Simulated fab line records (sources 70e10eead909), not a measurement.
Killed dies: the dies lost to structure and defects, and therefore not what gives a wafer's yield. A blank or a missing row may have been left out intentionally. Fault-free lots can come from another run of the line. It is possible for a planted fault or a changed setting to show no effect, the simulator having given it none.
Shared-tool check | flow nand harc | 48 wafers sampled across 16 lots

## THE REASON FOR OPENING IT
At NHARC_P_ZERO_WELL_CD_MEAS_24 the reading cd nm is flagged on 4 of 16 lots. Fault-free wafers read 721.1 nm, with a standard deviation of 1.7.
Rule: a lot is flagged in two cases, either no wafer of it has a number, or all its wafers with numbers fall more than 4 standard deviations from that mean. As for the other lots, they are considered sound.

lot  | measured    | on        | cd nm (nm), wafer by wafer | flag
L330 | day 1 14:34 | cd sem-03 | 723.5 720.7 722.3          |
L331 | day 1 20:33 | cd sem-02 | 722.4 722.8 723.1          |
L332 | day 2 02:20 | cd sem-01 | 719.7 719.8 719.8          |
L333 | day 2 08:27 | cd sem-03 | 721.3 720.3 724.3          |
L334 | day 2 14:38 | cd sem-03 | 722.4 718.7 718.4          |
L337 | day 3 08:20 | cd sem-01 | 720.0 722.3 720.3          |
L338 | day 3 14:28 | cd sem-03 | 719.0 720.2 719.5          |
L339 | day 3 20:37 | cd sem-03 | 719.0 719.6 719.4          |
L340 | day 4 02:20 | cd sem-03 | 722.1 719.8 720.8          |
L341 | day 4 08:37 | cd sem-02 | 724.7 722.3 723.7          |
L345 | day 5 08:29 | cd sem-02 | 789.0 790.9 790.6          | FLAGGED
L346 | day 5 14:28 | cd sem-03 | 791.1 790.8 792.7          | FLAGGED
L347 | day 5 20:38 | cd sem-02 | 788.0 790.4 790.0          | FLAGGED
L351 | day 6 20:28 | cd sem-02 | 720.8 721.7 720.3          |
L352 | day 7 02:28 | cd sem-03 | 792.0 793.0 789.3          | FLAGGED
L353 | day 7 08:29 | cd sem-03 | 722.8 724.4 722.3          |
The mean of the flagged lots' numbers is 790.6 nm, +69.5 nm from the usual (+41 standard deviations).

## WHICH TOOL RAN EACH LOT
Before the reading, the record contains 3 process steps out of a 1159-step route. In each cell: the tool, then ch and the chambers that the sampled wafers went through, then the start.
lot  | flag    | NHARC_P_ZERO_WELL_ETCH_62                    | NHARC_P_ZERO_WELL_ETCH_63       | NHARC_P_ZERO_WELL_EXPOSE_21
L330 |         | rie diel-10 ch 0,1,2, day 1 13:39 or earlier | rie si-01 ch 0,1,3, day 1 13:39 | krf scanner-04 ch 0, day 1 14:25
L331 |         | rie diel-10 ch 0,1, day 1 19:37 or earlier   | rie si-01 ch 0,1,3, day 1 19:37 | krf scanner-01 ch 0, day 1 20:23
L332 |         | rie diel-06 ch 1,2, day 2 01:32 or earlier   | rie si-05 ch 0,2, day 2 01:32   | krf scanner-01 ch 0, day 2 02:11
L333 |         | rie diel-06 ch 0,2,3, day 2 07:32 or earlier | rie si-03 ch 1,2,3, day 2 07:32 | krf scanner-02 ch 0, day 2 08:18
L334 |         | rie diel-11 ch 2,3, day 2 13:43 or earlier   | rie si-05 ch 1,2,3, day 2 13:43 | krf scanner-01 ch 0, day 2 14:28
L337 |         | rie diel-06 ch 1,2, day 3 07:32 or earlier   | rie si-05 ch 2,3, day 3 07:32   | krf scanner-01 ch 0, day 3 08:10
L338 |         | rie diel-06 ch 0,2,3, day 3 13:39 or earlier | rie si-05 ch 1,2,3, day 3 13:39 | krf scanner-01 ch 0, day 3 14:18
L339 |         | rie diel-10 ch 1,2,3, day 3 19:41 or earlier | rie si-01 ch 1,2, day 3 19:41   | krf scanner-02 ch 0, day 3 20:28
L340 |         | rie diel-06 ch 0,1,2, day 4 01:32 or earlier | rie si-05 ch 1,2,3, day 4 01:32 | krf scanner-02 ch 0, day 4 02:11
L341 |         | rie diel-11 ch 0,1,3, day 4 07:41 or earlier | rie si-01 ch 0,1,3, day 4 07:41 | krf scanner-04 ch 0, day 4 08:28
L345 | FLAGGED | rie diel-06 ch 2,3, day 5 07:34 or earlier   | rie si-05 ch 1,2, day 5 07:34   | krf scanner-04 ch 0, day 5 08:20
L346 | FLAGGED | rie diel-11 ch 2,3, day 5 13:41 or earlier   | rie si-03 ch 0,1,2, day 5 13:41 | krf scanner-04 ch 0, day 5 14:19
L347 | FLAGGED | rie diel-11 ch 0,1,3, day 5 19:49 or earlier | rie si-01 ch 0,2,3, day 5 19:49 | krf scanner-04 ch 0, day 5 20:29
L351 |         | rie diel-06 ch 2,3, day 6 19:32 or earlier   | rie si-03 ch 0,1, day 6 19:32   | krf scanner-01 ch 0, day 6 20:19
L352 | FLAGGED | rie diel-11 ch 1,2, day 7 01:32 or earlier   | rie si-03 ch 2,3, day 7 01:32   | krf scanner-04 ch 0, day 7 02:19
L353 |         | rie diel-10 ch 0,1,2, day 7 07:34 or earlier | rie si-03 ch 0,1, day 7 07:34   | krf scanner-02 ch 0, day 7 08:20
These steps, and what they do:
- NHARC_P_ZERO_WELL_ETCH_62: etches the open film in CHF3/Ar, target depth 13 nm, time 6.5 s.
- NHARC_P_ZERO_WELL_ETCH_63: etches the open film in HBr/Cl2, target depth 120 nm, time 40.1 s.
- NHARC_P_ZERO_WELL_EXPOSE_21: exposes mask P NWELL, target cd 720 nm.
- NHARC_P_ZERO_WELL_CD_MEAS_24: target cd 720 nm.

## FLAGGED AGAINST TOTAL, ONE TOOL AT A TIME (gauges that did the reading follow at the end)
step                         | tool           | lots run | flagged | share of the flagged lots | sound lots run after its first flagged lot
NHARC_P_ZERO_WELL_ETCH_62    | rie diel-06    | 7        | 1       | some                      | 1 (L351)
NHARC_P_ZERO_WELL_ETCH_62    | rie diel-10    | 4        | 0       | none                      | -
NHARC_P_ZERO_WELL_ETCH_62    | rie diel-11    | 5        | 3       | some                      | 0
NHARC_P_ZERO_WELL_ETCH_63    | rie si-01      | 5        | 1       | some                      | 0
NHARC_P_ZERO_WELL_ETCH_63    | rie si-03      | 5        | 2       | some                      | 2 (L351,L353)
NHARC_P_ZERO_WELL_ETCH_63    | rie si-05      | 6        | 1       | some                      | 0
NHARC_P_ZERO_WELL_EXPOSE_21  | krf scanner-01 | 6        | 0       | none                      | -
NHARC_P_ZERO_WELL_EXPOSE_21  | krf scanner-02 | 4        | 0       | none                      | -
NHARC_P_ZERO_WELL_EXPOSE_21  | krf scanner-04 | 6        | 4       | all                       | 0
NHARC_P_ZERO_WELL_CD_MEAS_24 | cd sem-01      | 2        | 0       | none                      | -
NHARC_P_ZERO_WELL_CD_MEAS_24 | cd sem-02      | 5        | 2       | some                      | 1 (L351)
NHARC_P_ZERO_WELL_CD_MEAS_24 | cd sem-03      | 9        | 2       | some                      | 1 (L353)
With no start given for some of its lots, NHARC_P_ZERO_WELL_ETCH_62 uses the hours and lot order of NHARC_P_ZERO_WELL_ETCH_63.

## WHAT THE TABLE ALLOWS
Rows of the table that ran each flagged lot: 1, that is krf scanner-04 at NHARC_P_ZERO_WELL_EXPOSE_21.
- krf scanner-04 at NHARC_P_ZERO_WELL_EXPOSE_21 ran 6 lots, 4 of them flagged. It ran its last sound lot, L341, at day 4 08:28 and its first flagged lot, L345, at day 5 08:20: a fault with its onset between the two fits. Its own readings (exposure dose mJ cm2) fall more than 4 standard deviations out on all wafers of the flagged lots.
Just one tool remains: krf scanner-04 at NHARC_P_ZERO_WELL_EXPOSE_21.

## WHAT WAS PUT IN BY THE SIMULATOR
Drift in process parameters on krf scanner-04 at NHARC_P_ZERO_WELL_EXPOSE_21, starting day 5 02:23. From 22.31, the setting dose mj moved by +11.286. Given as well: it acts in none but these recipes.
Shown lots that were struck: L345, L346, L347, L352. Same finding as the rule above.
